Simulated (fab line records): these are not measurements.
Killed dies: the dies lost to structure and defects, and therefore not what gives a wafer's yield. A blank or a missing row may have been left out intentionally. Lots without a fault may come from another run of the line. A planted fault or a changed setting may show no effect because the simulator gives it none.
Struck lot and sound lot, side by side + flow nand_harc + 15 steps out of a route of 1159
Sound: these wafers, L646.1, L646.5, L646.6. Struck: wafer L655.6 (left out: L655.3, L655.5 of the same lot, which were not struck); the cause appears at the end.
Order at every step that has rows: each side's tool, ch and its chambers, its first start. Under that, the readings that differ: sound wafers + struck wafers + difference of the means + sigmas: that difference in standard deviations of wafers without a fault.
alike: words and numbers the same on both sides, and readings whose means are apart by under 2 such deviations; not compared: readings that were withheld, readings missing a value for some wafer, numbers with overlapping values and no deviation given by the record, and bounds like >300 which may hide the same value.
Wherever a step has rows on one side only, a row that says differs or no value, or a row with sigmas, the two part there. Non-overlapping numbers with no deviation appear without sigmas and do not part them. A reading that every wafer of one side lacks parts them only if that side has two wafers or more.

first, 3 steps without rows for these wafers: NHARC_A_CHANNEL_HOLE_D1_STRIP_41 (strips in N2/H2); NHARC_A_CHANNEL_HOLE_D1_STRIP_42 (strips in CF4/CHF3); NHARC_A_CHANNEL_HOLE_D1_STRIP_43 (strips in O2/COS).
NHARC_A_CHANNEL_HOLE_D1_ETCH_44: etches the open film in CF4/O2, target depth 140 nm, overetch 14 nm, time 77 s.
  sound on rie_diel-09 ch 0,3, day 8 19:52; struck on rie_diel-09 ch 3, day 10 19:10
  alike: bias_w, drypump_motor_current_A, oes_product_au, rf_vpp_V, showerhead_plenum_p_Torr, throttle_valve_pct
  not compared: rf_hours_counter_h
NHARC_A_CHANNEL_HOLE_D1_STRIP_27: strips in O2.
  sound on rie_diel-09 ch 1,2,3; struck on rie_diel-09 ch 2
  alike: drypump_motor_current_A, oes_product_au, rf_vpp_V, showerhead_plenum_p_Torr, throttle_valve_pct
  not compared: rf_hours_counter_h
then, 2 steps without rows for these wafers: NHARC_A_CHANNEL_HOLE_D1_PRECLEAN_28 (cleans in SC1); NHARC_A_CHANNEL_HOLE_D1_SRD_29.
NHARC_A_CHANNEL_HOLE_D1_CD_MEAS_30:
  sound on cd_sem-02, day 8 20:39; struck on cd_sem-02, day 10 19:58
  alike: cd_nm
NHARC_A_CHANNEL_HOLE_D1_XSEM_31:
  sound on xsem-01 ch 0, day 8 20:44; struck on xsem-01 ch 0, day 10 20:02
  alike: bot_cd_nm, bow_nm, tilt_deg
NHARC_A_CHANNEL_HOLE_D1_INSPECT_40:
  sound on defect_inspect-01, day 8 20:50; struck on defect_inspect-02, day 10 20:08
  alike: raw_defect_count
then, 2 steps without rows for these wafers: NHARC_A_CHANNEL_FILL_D1_PRECLEAN_00 (cleans in SC1); NHARC_A_CHANNEL_FILL_D1_SRD_01.
NHARC_A_CHANNEL_FILL_D1_ALD_02: deposits SiO2, target thk 6 nm, pulse time 10 s, ald cycles 60.
  sound on ald_hk-04 ch 2,3, day 8 21:02; struck on ald_hk-04 ch 2, day 10 20:29
| reading    | sound    | struck | difference | sigmas |
|------------|----------|--------|------------|--------|
| ald_cycles | 60 60 60 | 65     | +5         |        |
  alike: heater_power_w, precursor_pulse_height_rel
NHARC_A_CHANNEL_FILL_D1_ALD_03: deposits SiNx, target thk 6 nm, pulse time 60 s, ald cycles 58.
  sound on ald_sin_batch-01 ch 0; struck on ald_sin_batch-02 ch 0
  alike: chamber_pressure_Torr, precursor_pulse_height_rel
  not compared: ald_cycles
-- jump in the record: it breaks off in module A_CHANNEL_FILL_D1 and resumes in module END (first step shown: number 1159 of the route), and 11 days separate the struck wafers' starts before and after --
NHARC_END_SORT_01:
  sound on prober-02 ch 0, day 19 21:52; struck on prober-01 ch 0, day 21 16:49
| reading         | sound    | struck | difference | sigmas |
|-----------------|----------|--------|------------|--------|
| killed_at_array | 35 33 38 | 12     | -23        | -2     |
  alike: killed_at_other, killed_at_periphery, killed_dies, killed_open, killed_short

== WHERE THEY PART ==
Within this record, at NHARC_END_SORT_01 only.

WHY: whatever the simulator had introduced
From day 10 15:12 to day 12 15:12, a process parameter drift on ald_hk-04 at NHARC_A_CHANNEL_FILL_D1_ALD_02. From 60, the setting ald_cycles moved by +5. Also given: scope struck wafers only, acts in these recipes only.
